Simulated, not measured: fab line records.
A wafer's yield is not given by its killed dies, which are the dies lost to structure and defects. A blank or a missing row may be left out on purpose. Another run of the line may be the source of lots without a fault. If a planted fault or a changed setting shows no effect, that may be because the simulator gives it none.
Chamber matching / flow nand_harc / NHARC_A_M1_CMP_23 on cmp-03: 4 sister chambers
The step polishes, t overpolish 20 s, target thk 154.34 nm. 18 wafers are shown with their chamber, then 9 later ones without.

WAFERS WITH THEIR CHAMBER
wafer=L074.1; chamber=0; motor_current_A (A)=9.2; time_to_endpoint_s (s)=32.1; retaining_ring_pressure_frac=0.996
wafer=L074.2; chamber=3; motor_current_A (A)=12.0; time_to_endpoint_s (s)=32.2; retaining_ring_pressure_frac=1.001
wafer=L074.3; chamber=1; motor_current_A (A)=11.8; time_to_endpoint_s (s)=29.5; retaining_ring_pressure_frac=0.993
wafer=L078.1; chamber=1; motor_current_A (A)=11.4; time_to_endpoint_s (s)=27.9; retaining_ring_pressure_frac=1.008
wafer=L078.3; chamber=2; motor_current_A (A)=11.9; time_to_endpoint_s (s)=32.8; retaining_ring_pressure_frac=0.993
wafer=L078.6; chamber=3; motor_current_A (A)=11.4; time_to_endpoint_s (s)=32.1; retaining_ring_pressure_frac=1.008
wafer=L083.1; chamber=2; motor_current_A (A)=11.4; time_to_endpoint_s (s)=28.0; retaining_ring_pressure_frac=0.997
wafer=L083.3; chamber=1; motor_current_A (A)=11.9; time_to_endpoint_s (s)=27.2; retaining_ring_pressure_frac=1.002
wafer=L083.4; chamber=3; motor_current_A (A)=11.7; time_to_endpoint_s (s)=29.4; retaining_ring_pressure_frac=1.002
wafer=L084.2; chamber=3; motor_current_A (A)=11.2; time_to_endpoint_s (s)=33.2; retaining_ring_pressure_frac=0.998
wafer=L084.3; chamber=0; motor_current_A (A)=9.1; time_to_endpoint_s (s)=32.3; retaining_ring_pressure_frac=1.006
wafer=L084.4; chamber=1; motor_current_A (A)=12.1; time_to_endpoint_s (s)=26.8; retaining_ring_pressure_frac=0.996
wafer=L089.3; chamber=3; motor_current_A (A)=12.0; time_to_endpoint_s (s)=30.0; retaining_ring_pressure_frac=1.003
wafer=L089.5; chamber=2; motor_current_A (A)=11.6; time_to_endpoint_s (s)=27.8; retaining_ring_pressure_frac=0.997
wafer=L089.6; chamber=1; motor_current_A (A)=11.6; time_to_endpoint_s (s)=24.6; retaining_ring_pressure_frac=0.995
wafer=L091.2; chamber=1; motor_current_A (A)=12.3; time_to_endpoint_s (s)=27.7; retaining_ring_pressure_frac=1.005
wafer=L091.3; chamber=3; motor_current_A (A)=11.2; time_to_endpoint_s (s)=31.0; retaining_ring_pressure_frac=1.006
wafer=L091.4; chamber=0; motor_current_A (A)=9.8; time_to_endpoint_s (s)=31.4; retaining_ring_pressure_frac=1.002

SIGNATURES, as means of the wafers listed above
reading=motor_current_A; chamber 0=9.367; chamber 1=11.850; chamber 2=11.633; chamber 3=11.583; scatter within a chamber=0.342
reading=time_to_endpoint_s; chamber 0=31.933; chamber 1=27.283; chamber 2=29.533; chamber 3=31.317; scatter within a chamber=1.69
reading=retaining_ring_pressure_frac; chamber 0=1.00133; chamber 1=0.99983; chamber 2=0.99567; chamber 3=1.00300; scatter within a chamber=0.00469
Rule: a wafer's distance from a chamber is the root of the sum, over the readings, of the square of ((its reading less the chamber's mean) divided by the reading's scatter). If the next closest chamber is less than 2 further off than the closest, the wafer can't be placed; otherwise it belongs to the closest. The scatter: take each reading less its chamber's mean, square it, sum over the shown wafers, divide by the number of wafers less the number of chambers, and take the root.

WAFERS WITH NO CHAMBER GIVEN
wafer=L093.2; motor_current_A (A)=12.2; time_to_endpoint_s (s)=25.2; retaining_ring_pressure_frac=1.004
wafer=L093.3; motor_current_A (A)=9.6; time_to_endpoint_s (s)=27.6; retaining_ring_pressure_frac=0.998
wafer=L093.6; motor_current_A (A)=9.7; time_to_endpoint_s (s)=26.3; retaining_ring_pressure_frac=1.002
wafer=L092.2; motor_current_A (A)=11.7; time_to_endpoint_s (s)=29.9; retaining_ring_pressure_frac=1.005
wafer=L092.5; motor_current_A (A)=12.0; time_to_endpoint_s (s)=28.2; retaining_ring_pressure_frac=0.996
wafer=L092.6; motor_current_A (A)=12.0; time_to_endpoint_s (s)=25.0; retaining_ring_pressure_frac=1.005
wafer=L095.1; motor_current_A (A)=10.0; time_to_endpoint_s (s)=28.6; retaining_ring_pressure_frac=1.007
wafer=L095.2; motor_current_A (A)=11.7; time_to_endpoint_s (s)=24.1; retaining_ring_pressure_frac=1.000
wafer=L095.4; motor_current_A (A)=11.9; time_to_endpoint_s (s)=26.1; retaining_ring_pressure_frac=1.000

CHAMBER TAKEN BY EACH
wafer=L093.2; from the rows above=can't be placed: 1 or 2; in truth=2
wafer=L093.3; from the rows above=0; in truth=0
wafer=L093.6; from the rows above=0; in truth=0
wafer=L092.2; from the rows above=can't be placed: 3 or 1 or 2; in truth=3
wafer=L092.5; from the rows above=can't be placed: 1 or 2 or 3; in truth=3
wafer=L092.6; from the rows above=can't be placed: 1 or 2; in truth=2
wafer=L095.1; from the rows above=0; in truth=0
wafer=L095.2; from the rows above=can't be placed: 1 or 2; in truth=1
wafer=L095.4; from the rows above=can't be placed: 1 or 2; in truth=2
Correctly placed: 3 of 9. Can't be placed from these rows: 6 (the true chamber is among the candidates in 6). Placed wrongly: 0.
